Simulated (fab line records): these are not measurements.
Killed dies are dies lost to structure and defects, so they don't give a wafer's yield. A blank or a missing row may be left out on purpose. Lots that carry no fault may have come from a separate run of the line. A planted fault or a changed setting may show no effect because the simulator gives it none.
A lot that was struck, set against a sound lot	flow nand harc	39 steps out of a route of 1302
Sound: the wafers L753.1, L753.4, L753.6. Wafers struck: L770.2, L770.4, L770.5. The cause comes at the end.
Per side, at each step with rows, come the tool, then ch with its chambers, and then its first start. Under that, the readings that differ: sound wafers	struck wafers	difference of the means	sigmas: that difference in standard deviations of wafers without a fault.
alike: a reading whose means differ by less than 2 such deviations, as well as words and numbers matching on both sides. not compared: withheld readings; readings where some wafer has no value; bounds like >300 that might hide an equal value; numbers whose values overlap and for which the record gives no deviation.
The two part at a step that has a row with sigmas, a row that says differs or no value, or rows on one side only. When numbers do not overlap yet have no deviation, they are printed without sigmas and do not part them. Lack of a reading on every wafer of one side parts them only where that side has two or more wafers.

first, 10 steps without rows for these wafers: NHARC_A_CHANNEL_HOLE_D2_DEP_00 (deposits aC, target thk 3100 nm); NHARC_A_CHANNEL_HOLE_D2_DEP_01 (deposits SiON, target thk 140 nm); NHARC_A_CHANNEL_HOLE_D2_DEHYDRATE_02 (time 120 s); NHARC_A_CHANNEL_HOLE_D2_HMDS_03 (time 30 s); NHARC_A_CHANNEL_HOLE_D2_COAT_36 (time 75 s); NHARC_A_CHANNEL_HOLE_D2_COAT_37 (time 65 s); NHARC_A_CHANNEL_HOLE_D2_COAT_04 (resist thk 90 nm); NHARC_A_CHANNEL_HOLE_D2_SOFTBAKE_05 (time 55 s); NHARC_A_CHANNEL_HOLE_D2_EBR_06; NHARC_A_CHANNEL_HOLE_D2_EXPOSE_07 (exposes mask HOLE D2, target cd 100 nm).
NHARC_A_CHANNEL_HOLE_D2_PEB_08: peb time 65 s.
  sound on litho track-04 ch 0, day 14 19:28; struck on litho track-01 ch 0, day 22 10:43
reading	sound	struck	difference	sigmas
heater power total W (W)	157.1 156.1 156.7	163.5 164.1 164.1	+7.3	+17
plate temp C (C)	99.98 100.08 99.97	103.47 103.32 103.32	+3.36	+28
  alike: chill plate temp C
then, 1 step without rows for these wafers: NHARC_A_CHANNEL_HOLE_D2_DEVELOP_09 (develop time 35 s).
NHARC_A_CHANNEL_HOLE_D2_CD_MEAS_10: target cd 100 nm.
  sound on cd sem-01 ch 0, day 14 19:32; struck on cd sem-02 ch 0, day 22 10:48
reading	sound	struck	difference	sigmas
cd nm (nm)	99.4 100.5 100.1	108.6 108.4 108.2	+8.4	+22
NHARC_A_CHANNEL_HOLE_D2_DESCUM_15: chemistry O2, time 3 s.
  sound on rie diel-04 ch 0,1,3, day 14 19:45; struck on rie diel-13 ch 0,1,2, day 22 10:59
reading	sound	struck	difference	sigmas
model.A_CHANNEL_HOLE_D2.cd nm (nm)	100.2 100.1 100.1	108.3 108.3 108.3	+8.2	
  alike: drypump motor current A, mfc ar sccm, oes product au, rf vpp V, showerhead plenum p Torr, throttle valve pct
  not compared: rf hours counter h
then, 4 steps without rows for these wafers: NHARC_A_CHANNEL_HOLE_D2_ETCH_38 (etches the open film in CF4, target depth 39 nm, time 65 s); NHARC_A_CHANNEL_HOLE_D2_ETCH_39 (etches the open film in N2/H2, target depth 260 nm, time 325 s); NHARC_A_CHANNEL_HOLE_D2_ETCH_34 (etches the open film in CF4/CHF3, target depth 154 nm, time 77 s); NHARC_A_CHANNEL_HOLE_D2_ETCH_16 (etches the open film in O2/COS, target depth 3100 nm, time 806 s).
NHARC_A_CHANNEL_HOLE_D2_CD_MEAS_18:
  sound on cd sem-01 at day 14 20:50; struck on cd sem-03 at day 22 12:06
reading	sound	struck	difference	sigmas
cd nm (nm)	97.5 96.4 95.5	106.1 106.0 105.1	+9.3	+5
then, 12 steps without rows for these wafers: NHARC_A_CHANNEL_HOLE_D2_ETCH_19 (etches the open film in C4F8/O2/Ar, time 34.5 s); NHARC_A_CHANNEL_HOLE_D2_ETCH_20 (etches the open film in C4F8/O2/Ar, time 361.9 s, target depth 1600 nm); NHARC_A_CHANNEL_HOLE_D2_ETCH_21 (etches the open film in C4F8/O2/Ar, time 514.3 s, target depth 1600 nm); NHARC_A_CHANNEL_HOLE_D2_ETCH_22 (etches the open film in C4F8/O2/Ar, time 666.7 s, target depth 1600 nm); NHARC_A_CHANNEL_HOLE_D2_ETCH_23 (etches the open film in C4F8/O2/Ar, time 819 s, target depth 1600 nm); NHARC_A_CHANNEL_HOLE_D2_ETCH_24 (etches the open film in C4F8/O2/Ar, time 906.2 s, target depth 1500 nm); NHARC_A_CHANNEL_HOLE_D2_ETCH_25 (etches the open film in C4F8/O2/Ar, time 1040.2 s, target depth 1500 nm); NHARC_A_CHANNEL_HOLE_D2_ETCH_26 (etches the open film in C4F8/O2/Ar, time 224.1 s, target depth 300 nm); NHARC_A_CHANNEL_HOLE_D2_ETCH_27 (etches the open film in C4F8/O2/Ar, time 90 s, target depth 400 nm); NHARC_A_CHANNEL_HOLE_D2_STRIP_41 (strips in N2/H2); NHARC_A_CHANNEL_HOLE_D2_STRIP_42 (strips in CF4/CHF3); NHARC_A_CHANNEL_HOLE_D2_STRIP_43 (strips in O2/COS).
NHARC_A_CHANNEL_HOLE_D2_ETCH_44: etches the open film in CF4/O2, target depth 140 nm, overetch 14 nm, time 77 s.
  sound on rie diel-08 ch 1,3, day 15 04:10; struck on rie diel-08 ch 0,1,3, day 22 16:55
reading	sound	struck	difference	sigmas
model.A_CHANNEL_HOLE_D2.cd nm (nm)	89.78 89.97 90.44	99.29 99.11 98.98	+9.06	
  alike: drypump motor current A, mfc ar sccm, oes product au, rf vpp V, showerhead plenum p Torr, throttle valve pct
  not compared: rf hours counter h
then, 3 steps without rows for these wafers: NHARC_A_CHANNEL_HOLE_D2_STRIP_28 (strips in O2); NHARC_A_CHANNEL_HOLE_D2_PRECLEAN_29 (cleans in SC1); NHARC_A_CHANNEL_HOLE_D2_SRD_30.
NHARC_A_CHANNEL_HOLE_D2_CD_MEAS_31:
  sound on cd sem-03 at day 15 05:05; struck on cd sem-01 at day 22 17:43
reading	sound	struck	difference	sigmas
cd nm (nm)	89.9 90.0 90.5	99.1 98.5 98.8	+8.7	+11
NHARC_A_CHANNEL_HOLE_D2_XSEM_32:
  sound on xsem-01 ch 0, day 15 05:10; struck on xsem-02 ch 0, day 22 17:49
reading	sound	struck	difference	sigmas
bot cd nm (nm)	76.5 75.7 77.3	83.5 83.2 84.3	+7.2	+7
  alike: bow nm, tilt deg
-- break in the record here, with 11 days between the starts of the struck wafers on either side (left off in module A_CHANNEL_HOLE_D2, picked up again in module END, where the first step shown is number 1301 on the route) --
NHARC_END_WLT_00:
  sound on prober-01 at day 25 19:10; struck on prober-01 at day 33 20:40
reading	sound	struck	difference	sigmas
VT_DECK2_BOTTOM	0.871 0.865 0.872	0.897 0.887 0.885	+0.020	+2
VT_DECK2_BOTTOM_INNER	0.865 0.865 0.865	0.895 0.888 0.897	+0.028	+3
VT_DECK2_MEDIAN_NEAR_BOTTOM	0.871 0.870 0.872	0.884 0.891 0.897	+0.020	+2
VT_DECK2_MEDIAN_NEAR_BOTTOM_INNER	0.868 0.865 0.870	0.896 0.900 0.887	+0.027	+3
VT_DECK2_MIDDLE_INNER	0.873 0.886 0.880	0.904 0.903 0.896	+0.021	+2
  alike: VT_DECK1_BOTTOM, VT_DECK1_BOTTOM_INNER, VT_DECK1_MEDIAN_NEAR_BOTTOM, VT_DECK1_MEDIAN_NEAR_BOTTOM_INNER, VT_DECK1_MIDDLE, VT_DECK1_MIDDLE_INNER, VT_DECK1_TOP, VT_DECK1_TOP_INNER, VT_DECK2_MIDDLE, VT_DECK2_TOP, VT_DECK2_TOP_INNER
NHARC_END_SORT_01:
  the record has rows for the sound wafers here (prober-01 ch 0, day 25 22:10) and none for the struck ones

## WHERE THEY PART
First at NHARC_A_CHANNEL_HOLE_D2_PEB_08; last, within this record, at NHARC_END_SORT_01.

WHY: whatever the simulator had introduced
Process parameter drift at NHARC_A_CHANNEL_HOLE_D2_PEB_08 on litho track-01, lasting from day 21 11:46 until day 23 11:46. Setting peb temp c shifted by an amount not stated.
